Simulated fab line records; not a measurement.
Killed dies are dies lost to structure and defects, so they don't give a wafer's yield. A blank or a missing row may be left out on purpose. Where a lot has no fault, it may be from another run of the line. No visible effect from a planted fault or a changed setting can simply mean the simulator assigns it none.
Chamber matching | flow nand_harc | NHARC_A_BLC_STRIP_21 on rie_diel-07 has 4 sister chambers
The step strips in O2. 16 wafers are shown with their chamber, then 8 later ones without.

== WAFERS WITH THEIR CHAMBER ==
wafer  | chamber | showerhead_plenum_p_Torr (Torr) | drypump_motor_current_A (A) | oes_product_au (a.u.)
L783.2 | 0       | 3.29                            | 5.3                         | 0.985
L783.4 | 1       | 3.35                            | 4.9                         | 1.008
L783.5 | 0       | 3.29                            | 5.3                         | 0.985
L788.4 | 1       | 3.35                            | 4.9                         | 0.993
L788.5 | 0       | 3.29                            | 5.3                         | 0.986
L788.6 | 3       | 3.35                            | 5.6                         | 0.989
L787.1 | 1       | 3.35                            | 4.9                         | 1.000
L787.3 | 2       | 3.31                            | 5.2                         | 1.006
L787.5 | 2       | 3.31                            | 5.3                         | 1.010
L790.2 | 1       | 3.35                            | 4.9                         | 0.998
L790.4 | 2       | 3.31                            | 5.3                         | 1.003
L790.5 | 1       | 3.35                            | 4.9                         | 1.000
L795.3 | 3       | 3.35                            | 5.6                         | 0.986
L795.5 | 1       | 3.35                            | 4.9                         | 0.999
L795.6 | 2       | 3.31                            | 5.3                         | 0.997
L803.2 | 0       | 3.28                            | 5.3                         | 0.994

SIGNATURES (means of the wafers above)
reading                  | chamber 0 | chamber 1 | chamber 2 | chamber 3 | scatter within a chamber
showerhead_plenum_p_Torr | 3.2875    | 3.3500    | 3.3100    | 3.3500    | 0.0025
drypump_motor_current_A  | 5.300     | 4.900     | 5.275     | 5.600     | 0.025
oes_product_au           | 0.98750   | 0.99967   | 1.00400   | 0.98750   | 0.00473
Rule: for a wafer and a chamber, the distance is found by dividing, reading by reading, the gap between the wafer's reading and the chamber's mean by the reading's scatter, squaring, summing and taking the root. If the next closest chamber is less than 2 further off than the closest, the wafer can't be placed; otherwise it belongs to the closest. The scatter: the root of (the sum of the squares of (reading less its chamber's mean) over the shown wafers, divided by (wafers less chambers)).

== WAFERS WHOSE CHAMBER IS MISSING ==
wafer  | showerhead_plenum_p_Torr (Torr) | drypump_motor_current_A (A) | oes_product_au (a.u.)
L803.4 | 3.31                            | 5.2                         | 0.990
L803.5 | 3.34                            | 4.9                         | 1.001
L805.2 | 3.28                            | 5.3                         | 0.998
L805.4 | 3.34                            | 4.9                         | 1.002
L805.5 | 3.31                            | 5.3                         | 0.985
L806.1 | 3.31                            | 5.2                         | 0.997
L806.2 | 3.35                            | 5.6                         | 0.999
L806.5 | 3.28                            | 5.3                         | 0.997

== CHAMBER TAKEN BY EACH ==
wafer  | from the rows above | in truth
L803.4 | 2                   | 2
L803.5 | 1                   | 1
L805.2 | 0                   | 0
L805.4 | 1                   | 1
L805.5 | 2                   | 2
L806.1 | 2                   | 2
L806.2 | 3                   | 3
L806.5 | 0                   | 0
Placed correctly: 8 of 8. From these rows, 0 cannot be placed. Wrongly placed: 0.
